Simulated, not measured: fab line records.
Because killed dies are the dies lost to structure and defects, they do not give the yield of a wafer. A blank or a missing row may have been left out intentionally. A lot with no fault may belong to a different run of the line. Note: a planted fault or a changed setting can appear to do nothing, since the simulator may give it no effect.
The tool behind it: which one? -- flow nandHarc -- Sampling: 24 lots, 72 wafers, 6 of 1159 route steps

WHAT THE GAUGES SHOWED, per wafer
The record lacks any reading of a measuring or inspecting step that a usual standard deviation could be used to judge.

WHICH TOOL RAN EACH LOT (tool, then ch and the chambers of the sampled wafers, then the start)
lot,NHARC_A_CHANNEL_FILL_D1_ETCHBACK_08,NHARC_A_STAIRCASE_ETCH_203,NHARC_A_STAIRCASE_TRIM_222,NHARC_A_STAIRCASE_ETCH_232,NHARC_A_STAIRCASE_ETCH_236,NHARC_A_STAIRCASE_HM_DEP_456
L076,"rieDiel-01 ch 2,3, day 11 10:34 or earlier","rieDiel-11 ch 0,2,3, day 11 10:34 or earlier","rieDiel-04 ch 0,1,2, day 11 10:34 or earlier","rieDiel-09 ch 1,2, day 11 10:34 or earlier","rieDiel-09 ch 0,1, day 11 10:34 or earlier","aclDep-02 ch 0, day 11 10:34"
L074,"rieDiel-13 ch 1,2, day 11 10:06 or earlier","rieDiel-09 ch 1,2, day 11 10:06 or earlier","rieDiel-04 ch 0,3, day 11 10:06 or earlier","rieDiel-04 ch 0,1,2, day 11 10:06 or earlier","rieDiel-04 ch 0,1,2, day 11 10:06 or earlier","aclDep-01 ch 0, day 11 10:06"
L075,"rieDiel-13 ch 1,3, day 11 21:27 or earlier","rieDiel-09 ch 1,3, day 11 21:27 or earlier","rieDiel-04 ch 1,2,3, day 11 21:27 or earlier","rieDiel-04 ch 0,1, day 11 21:27 or earlier","rieDiel-04 ch 0,1,2, day 11 21:27 or earlier","aclDep-02 ch 0, day 11 21:27"
L077,"rieDiel-13 ch 0,1, day 12 06:15 or earlier","rieDiel-04 ch 0,1,3, day 12 06:15 or earlier","rieDiel-11 ch 1,3, day 12 06:15 or earlier","rieDiel-09 ch 0,2,3, day 12 06:15 or earlier","rieDiel-09 ch 1,3, day 12 06:15 or earlier","aclDep-01 ch 0, day 12 06:15"
L078,"rieDiel-01 ch 0,2,3, day 12 06:52 or earlier","rieDiel-11 ch 0,3, day 12 06:52 or earlier","rieDiel-04 ch 1,2,3, day 12 06:52 or earlier","rieDiel-11 ch 0,1,2, day 12 06:52 or earlier","rieDiel-11 ch 0,3, day 12 06:52 or earlier","aclDep-02 ch 0, day 12 06:52"
L079,"rieDiel-07 ch 1,2,3, day 12 18:48 or earlier","rieDiel-11 ch 2,3, day 12 18:48 or earlier","rieDiel-09 ch 1,2,3, day 12 18:48 or earlier","rieDiel-04 ch 0,1,3, day 12 18:48 or earlier","rieDiel-04 ch 1,2,3, day 12 18:48 or earlier","aclDep-03 ch 0, day 12 18:48"
L080,"rieDiel-07 ch 0,2,3, day 12 19:02 or earlier","rieDiel-09 ch 1,2, day 12 19:02 or earlier","rieDiel-09 ch 1,2, day 12 19:02 or earlier","rieDiel-11 ch 0,1, day 12 19:02 or earlier","rieDiel-11 ch 2,3, day 12 19:02 or earlier","aclDep-02 ch 0, day 12 19:02"
L082,"rieDiel-07 ch 0,1,2, day 13 00:45 or earlier","rieDiel-04 ch 0,1,2, day 13 00:45 or earlier","rieDiel-11 ch 0,1,2, day 13 00:45 or earlier","rieDiel-11 ch 0,1,2, day 13 00:45 or earlier","rieDiel-11 ch 0,1,2, day 13 00:45 or earlier","aclDep-03 ch 0, day 13 00:45"
L081,"rieDiel-01 ch 1,2, day 13 02:10 or earlier","rieDiel-11 ch 0,1,2, day 13 02:10 or earlier","rieDiel-04 ch 1,2,3, day 13 02:10 or earlier","rieDiel-04 ch 0,3, day 13 02:10 or earlier","rieDiel-04 ch 2,3, day 13 02:10 or earlier","aclDep-02 ch 0, day 13 02:10"
L084,"rieDiel-07 ch 1,2,3, day 13 16:56 or earlier","rieDiel-09 ch 0,1,3, day 13 16:56 or earlier","rieDiel-11 ch 0,1,2, day 13 16:56 or earlier","rieDiel-11 ch 0,1,3, day 13 16:56 or earlier","rieDiel-11 ch 0,1,3, day 13 16:56 or earlier","aclDep-02 ch 0, day 13 16:56"
L083,"rieDiel-07 ch 0,1,2, day 13 20:37 or earlier","rieDiel-09 ch 1,2,3, day 13 20:37 or earlier","rieDiel-11 ch 0,1,2, day 13 20:37 or earlier","rieDiel-09 ch 0,1,2, day 13 20:37 or earlier","rieDiel-09 ch 0,1,3, day 13 20:37 or earlier","aclDep-03 ch 0, day 13 20:37"
L085,"rieDiel-01 ch 2,3, day 14 05:29 or earlier","rieDiel-09 ch 0,1,3, day 14 05:29 or earlier","rieDiel-11 ch 0,1,2, day 14 05:29 or earlier","rieDiel-11 ch 1,2,3, day 14 05:29 or earlier","rieDiel-11 ch 0,2,3, day 14 05:29 or earlier","aclDep-02 ch 0, day 14 05:29"
L087,"rieDiel-07 ch 1,2,3, day 14 07:37 or earlier","rieDiel-04 ch 0,3, day 14 07:37 or earlier","rieDiel-09 ch 1,2, day 14 07:37 or earlier","rieDiel-09 ch 0,3, day 14 07:37 or earlier","rieDiel-09 ch 0,2, day 14 07:37 or earlier","aclDep-01 ch 0, day 14 07:37"
L086,"rieDiel-13 ch 1,2,3, day 14 07:56 or earlier","rieDiel-04 ch 0,2, day 14 07:56 or earlier","rieDiel-04 ch 0,1,3, day 14 07:56 or earlier","rieDiel-04 ch 0,3, day 14 07:56 or earlier","rieDiel-04 ch 0,2,3, day 14 07:56 or earlier","aclDep-02 ch 0, day 14 07:56"
L090,"rieDiel-13 ch 0,3, day 15 08:35 or earlier","rieDiel-09 ch 1,2, day 15 08:35 or earlier","rieDiel-11 ch 0,3, day 15 08:35 or earlier","rieDiel-09 ch 0,1,2, day 15 08:35 or earlier","rieDiel-09 ch 0,3, day 15 08:35 or earlier","aclDep-03 ch 0, day 15 08:35"
L089,"rieDiel-13 ch 1,2,3, day 15 07:40 or earlier","rieDiel-04 ch 1,3, day 15 07:40 or earlier","rieDiel-04 ch 0,2, day 15 07:40 or earlier","rieDiel-04 ch 0,1,3, day 15 07:40 or earlier","rieDiel-04 ch 0,2,3, day 15 07:40 or earlier","aclDep-01 ch 0, day 15 07:40"
L088,"rieDiel-07 ch 0,1, day 15 04:37 or earlier","rieDiel-09 ch 1,2,3, day 15 04:37 or earlier","rieDiel-04 ch 1,2,3, day 15 04:37 or earlier","rieDiel-09 ch 0,2,3, day 15 04:37 or earlier","rieDiel-09 ch 0,1,3, day 15 04:37 or earlier","aclDep-03 ch 0, day 15 04:37"
L091,"rieDiel-01 ch 0,1,3, day 15 19:35 or earlier","rieDiel-04 ch 0,1,3, day 15 19:35 or earlier","rieDiel-04 ch 0,1,2, day 15 19:35 or earlier","rieDiel-09 ch 0,1,3, day 15 19:35 or earlier","rieDiel-09 ch 0,2, day 15 19:35 or earlier","aclDep-01 ch 0, day 15 19:35"
L092,"rieDiel-13 ch 1,2,3, day 15 21:25 or earlier","rieDiel-04 ch 0,2,3, day 15 21:25 or earlier","rieDiel-04 ch 1,2, day 15 21:25 or earlier","rieDiel-04 ch 0,2, day 15 21:25 or earlier","rieDiel-04 ch 0,2, day 15 21:25 or earlier","aclDep-01 ch 0, day 15 21:25"
L094,"rieDiel-07 ch 0,1,3, day 16 11:35 or earlier","rieDiel-04 ch 0,1,2, day 16 11:35 or earlier","rieDiel-09 ch 0,1, day 16 11:35 or earlier","rieDiel-04 ch 0,1,2, day 16 11:35 or earlier","rieDiel-04 ch 1,3, day 16 11:35 or earlier","aclDep-03 ch 0, day 16 11:35"
L093,"rieDiel-01 ch 0,2,3, day 16 12:52 or earlier","rieDiel-09 ch 0,1,2, day 16 12:52 or earlier","rieDiel-09 ch 0,2, day 16 12:52 or earlier","rieDiel-09 ch 1,2, day 16 12:52 or earlier","rieDiel-09 ch 1,2,3, day 16 12:52 or earlier","aclDep-02 ch 0, day 16 12:52"
L096,"rieDiel-07 ch 1,2,3, day 16 08:32 or earlier","rieDiel-04 ch 1,2,3, day 16 08:32","rieDiel-09 ch 0,1,3, day 16 17:37 or earlier","rieDiel-09 ch 2,3, day 16 17:37 or earlier","rieDiel-09 ch 1,2,3, day 16 17:37 or earlier","aclDep-02 ch 0, day 16 17:37"
L097,"rieDiel-13 ch 1,2,3, day 16 19:59 or earlier","rieDiel-09 ch 0,1,2, day 16 19:59 or earlier","rieDiel-04 ch 0,1,3, day 16 19:59 or earlier","rieDiel-09 ch 0,2,3, day 16 19:59 or earlier","rieDiel-11 ch 1,2,3, day 16 19:59 or earlier","aclDep-01 ch 0, day 16 19:59"
L095,"rieDiel-07 ch 0,1,3, day 16 20:41 or earlier","rieDiel-04 ch 0,1, day 16 20:41 or earlier","rieDiel-09 ch 0,2, day 16 20:41 or earlier","rieDiel-04 ch 0,2,3, day 16 20:41 or earlier","rieDiel-04 ch 0,2,3, day 16 20:41 or earlier","aclDep-03 ch 0, day 16 20:41"
- NHARC_A_CHANNEL_FILL_D1_ETCHBACK_08: etches the open film in C4F8, target depth 220 nm, time 110 s.
- NHARC_A_STAIRCASE_ETCH_203: etches the open film in C4F8/O2, target depth 100 nm, time 40.5 s.
- NHARC_A_STAIRCASE_TRIM_222: chemistry O2, time 211.2 s.
- NHARC_A_STAIRCASE_ETCH_232: etches the open film in C4F8/O2, target depth 100 nm, time 40.5 s.
- NHARC_A_STAIRCASE_ETCH_236: etches the open film in C4F8/O2, target depth 100 nm, time 40.5 s.
- NHARC_A_STAIRCASE_HM_DEP_456: deposits aC, target thk 1500 nm.

WHAT THE TOOLS THEMSELVES READ (means of the sampled wafers that have a number; where no wafer has one, the mark that the record gives instead)
NHARC_A_CHANNEL_FILL_D1_ETCHBACK_08. Usual: chamberPressureMTorr 25.001 mTorr, standard deviation 0.023; oesProductAu 0.96 a.u., standard deviation 0.039; rfVppV 439.7 V, standard deviation 2.7.
lot,tool,chamberPressureMTorr (mTorr),oesProductAu (a.u.),rfVppV (V),flag
L076,rieDiel-01,25.003,0.92,438.7,
L074,rieDiel-13,24.992,0.99,441.3,
L075,rieDiel-13,24.999,0.91,440.0,
L077,rieDiel-13,24.987,0.92,440.3,
L078,rieDiel-01,24.994,0.92,439.4,
L079,rieDiel-07,24.988,1.01,439.9,
L080,rieDiel-07,24.999,1.00,438.8,
L082,rieDiel-07,24.999,0.94,439.9,
L081,rieDiel-01,25.012,0.98,436.7,
L084,rieDiel-07,24.969,0.92,439.9,
L083,rieDiel-07,25.009,1.01,438.7,
L085,rieDiel-01,25.007,0.92,439.5,
L087,rieDiel-07,25.005,1.00,439.8,
L086,rieDiel-13,24.991,1.00,440.5,
L090,rieDiel-13,24.992,1.00,441.4,
L089,rieDiel-13,24.997,0.99,441.1,
L088,rieDiel-07,25.005,0.99,437.6,
L091,rieDiel-01,24.994,1.00,440.4,
L092,rieDiel-13,25.003,0.99,441.1,
L094,rieDiel-07,24.990,0.93,437.7,
L093,rieDiel-01,24.993,0.92,439.4,
L096,rieDiel-07,24.991,0.91,439.0,
L097,rieDiel-13,24.982,0.93,440.7,
L095,rieDiel-07,24.998,0.93,438.6,

NHARC_A_STAIRCASE_ETCH_203. Usual: chamberPressureMTorr 24.998 mTorr, standard deviation 0.03; oesProductAu 0.944 a.u., standard deviation 0.011; rfVppV 898 V, standard deviation 3.7.
lot,tool,chamberPressureMTorr (mTorr),oesProductAu (a.u.),rfVppV (V),flag
L076,rieDiel-11,24.979,0.947,897,
L074,rieDiel-09,24.988,0.937,899,
L075,rieDiel-09,24.987,0.946,896,
L077,rieDiel-04,24.994,0.952,899,
L078,rieDiel-11,25.019,0.954,895,
L079,rieDiel-11,24.996,0.940,897,
L080,rieDiel-09,25.009,0.937,899,
L082,rieDiel-04,24.991,0.949,901,
L081,rieDiel-11,24.991,0.941,895,
L084,rieDiel-09,24.971,0.933,898,
L083,rieDiel-09,25.007,0.948,897,
L085,rieDiel-09,25.023,0.948,898,
L087,rieDiel-04,24.997,0.949,897,
L086,rieDiel-04,25.018,0.944,900,
L090,rieDiel-09,25.006,0.942,899,
L089,rieDiel-04,24.999,0.952,897,
L088,rieDiel-09,25.005,0.945,897,
L091,rieDiel-04,24.987,0.943,899,
L092,rieDiel-04,24.982,0.945,897,
L094,rieDiel-04,25.013,0.935,900,
L093,rieDiel-09,24.998,0.948,900,
L096,rieDiel-04,24.997,0.934,899,
L097,rieDiel-09,24.990,0.942,899,
L095,rieDiel-04,24.996,0.933,899,

NHARC_A_STAIRCASE_TRIM_222. Usual: chamberPressureMTorr 60.00 mTorr, standard deviation 0.054; drypumpMotorCurrentA 5.7 A, standard deviation 0.45; oesProductAu 1.004 a.u., standard deviation 0.01; rfVppV 57.9 V, standard deviation 0.95; showerheadPlenumPTorr 3.58 Torr, standard deviation 0.1; throttleValvePct 17.035 %, standard deviation 0.0097.
lot,tool,chamberPressureMTorr (mTorr),drypumpMotorCurrentA (A),oesProductAu (a.u.),rfVppV (V),showerheadPlenumPTorr (Torr),throttleValvePct (%),flag
L076,rieDiel-04,60.00,5.5,0.996,58.8,3.68,17.031,
L074,rieDiel-04,60.05,5.9,1.005,58.7,3.61,17.040,
L075,rieDiel-04,59.98,5.6,1.013,57.7,3.63,17.043,
L077,rieDiel-11,59.99,5.1,0.995,57.3,3.45,17.039,
L078,rieDiel-04,60.00,5.6,1.001,58.7,3.62,17.045,
L079,rieDiel-09,59.98,5.9,0.995,57.6,3.56,17.032,
L080,rieDiel-09,59.96,6.3,0.991,59.3,3.65,17.033,
L082,rieDiel-11,60.00,5.8,1.003,57.1,3.50,17.039,
L081,rieDiel-04,60.02,5.6,1.009,58.0,3.62,17.035,
L084,rieDiel-11,60.05,5.8,1.002,57.6,3.50,17.025,
L083,rieDiel-11,60.04,5.8,1.002,57.7,3.50,17.031,
L085,rieDiel-11,60.00,5.8,1.011,57.5,3.50,17.037,
L087,rieDiel-09,60.04,5.8,0.994,58.3,3.60,17.042,
L086,rieDiel-04,59.97,5.7,1.001,57.8,3.61,17.040,
L090,rieDiel-11,60.01,5.3,1.005,57.8,3.49,17.034,
L089,rieDiel-04,60.02,5.7,1.004,57.7,3.65,17.036,
L088,rieDiel-04,59.97,5.6,1.005,57.3,3.61,17.042,
L091,rieDiel-04,60.00,5.5,1.010,57.8,3.65,17.034,
L092,rieDiel-04,59.97,5.5,1.006,58.7,3.66,17.045,
L094,rieDiel-09,59.92,6.3,0.991,59.1,3.67,17.036,
L093,rieDiel-09,59.97,5.5,1.010,57.2,3.64,17.032,
L096,rieDiel-09,60.01,6.0,1.008,58.9,3.58,17.025,
L097,rieDiel-04,59.95,5.7,1.005,58.2,3.59,17.030,
L095,rieDiel-09,59.98,5.5,1.006,57.9,3.64,17.037,

NHARC_A_STAIRCASE_ETCH_232. Usual: chamberPressureMTorr 25.00 mTorr, standard deviation 0.031; oesProductAu 0.944 a.u., standard deviation 0.012; rfVppV 898 V, standard deviation 4.
lot,tool,chamberPressureMTorr (mTorr),oesProductAu (a.u.),rfVppV (V),flag
L076,rieDiel-09,25.00,0.933,901,
L074,rieDiel-04,24.99,0.948,901,
L075,rieDiel-04,25.01,0.941,900,
L077,rieDiel-09,24.97,0.934,896,
L078,rieDiel-11,25.01,0.952,895,
L079,rieDiel-04,24.99,0.949,899,
L080,rieDiel-11,25.00,0.963,891,
L082,rieDiel-11,25.01,0.950,895,
L081,rieDiel-04,25.01,0.943,898,
L084,rieDiel-11,25.01,0.941,893,
L083,rieDiel-09,24.99,0.958,900,
L085,rieDiel-11,24.98,0.952,894,
L087,rieDiel-09,25.00,0.955,898,
L086,rieDiel-04,25.01,0.938,898,
L090,rieDiel-09,24.99,0.935,900,
L089,rieDiel-04,24.99,0.948,899,
L088,rieDiel-09,25.01,0.936,897,
L091,rieDiel-09,24.98,0.939,898,
L092,rieDiel-04,24.99,0.943,901,
L094,rieDiel-04,25.00,0.964,901,
L093,rieDiel-09,24.98,0.925,899,
L096,rieDiel-09,24.99,0.935,895,
L097,rieDiel-09,25.01,0.942,895,
L095,rieDiel-04,25.00,0.939,898,

NHARC_A_STAIRCASE_ETCH_236. Usual: chamberPressureMTorr 24.997 mTorr, standard deviation 0.024; oesProductAu 0.945 a.u., standard deviation 0.012; rfVppV 898 V, standard deviation 4.
lot,tool,chamberPressureMTorr (mTorr),oesProductAu (a.u.),rfVppV (V),flag
L076,rieDiel-09,24.993,0.946,902,
L074,rieDiel-04,24.991,0.945,901,
L075,rieDiel-04,25.000,0.938,901,
L077,rieDiel-09,24.989,0.922,899,
L078,rieDiel-11,24.995,0.945,895,
L079,rieDiel-04,25.001,0.948,899,
L080,rieDiel-11,24.985,0.941,897,
L082,rieDiel-11,24.993,0.954,895,
L081,rieDiel-04,24.986,0.955,899,
L084,rieDiel-11,25.007,0.949,893,
L083,rieDiel-09,24.986,0.947,898,
L085,rieDiel-11,24.991,0.934,897,
L087,rieDiel-09,25.005,0.950,901,
L086,rieDiel-04,24.994,0.950,898,
L090,rieDiel-09,25.014,0.951,894,
L089,rieDiel-04,25.031,0.945,899,
L088,rieDiel-09,24.970,0.942,899,
L091,rieDiel-09,25.019,0.935,899,
L092,rieDiel-04,24.993,0.956,901,
L094,rieDiel-04,24.988,0.956,900,
L093,rieDiel-09,24.998,0.940,897,
L096,rieDiel-09,25.002,0.934,897,
L097,rieDiel-11,24.993,0.961,894,
L095,rieDiel-04,25.016,0.958,898,

NHARC_A_STAIRCASE_HM_DEP_456. Usual: throttleValvePct at 35.000 %, with a standard deviation of 0.0092.
lot,tool,throttleValvePct (%),flag
L076,aclDep-02,34.994,
L074,aclDep-01,34.999,
L075,aclDep-02,34.989,
L077,aclDep-01,35.001,
L078,aclDep-02,34.994,
L079,aclDep-03,34.998,
L080,aclDep-02,35.003,
L082,aclDep-03,35.004,
L081,aclDep-02,34.996,
L084,aclDep-02,35.003,
L083,aclDep-03,35.001,
L085,aclDep-02,34.993,
L087,aclDep-01,34.998,
L086,aclDep-02,34.995,
L090,aclDep-03,34.998,
L089,aclDep-01,35.002,
L088,aclDep-03,34.998,
L091,aclDep-01,35.005,
L092,aclDep-01,35.001,
L094,aclDep-03,34.994,
L093,aclDep-02,34.996,
L096,aclDep-02,34.998,
L097,aclDep-01,35.002,
L095,aclDep-03,35.001,

THE ANSWER, worked out from the rows above alone
Rule: lot off if the mean of its wafers having a number is beyond 3 standard deviations from the usual mean. Also off: a lot with no number at a reading for which 4 or more lots have one. The other lots that the step has rows for count as sound. First the gauges in route order, then the tools' own readings, where a lot's mean is used as printed above. The first step at which some lot is off is used, and at that step the reading that is off furthest; a lot without a number counts as furthest.
No lot is off on any of the readings shown, so nothing can be concluded from this.

WHAT THE SIMULATOR HAD INSERTED
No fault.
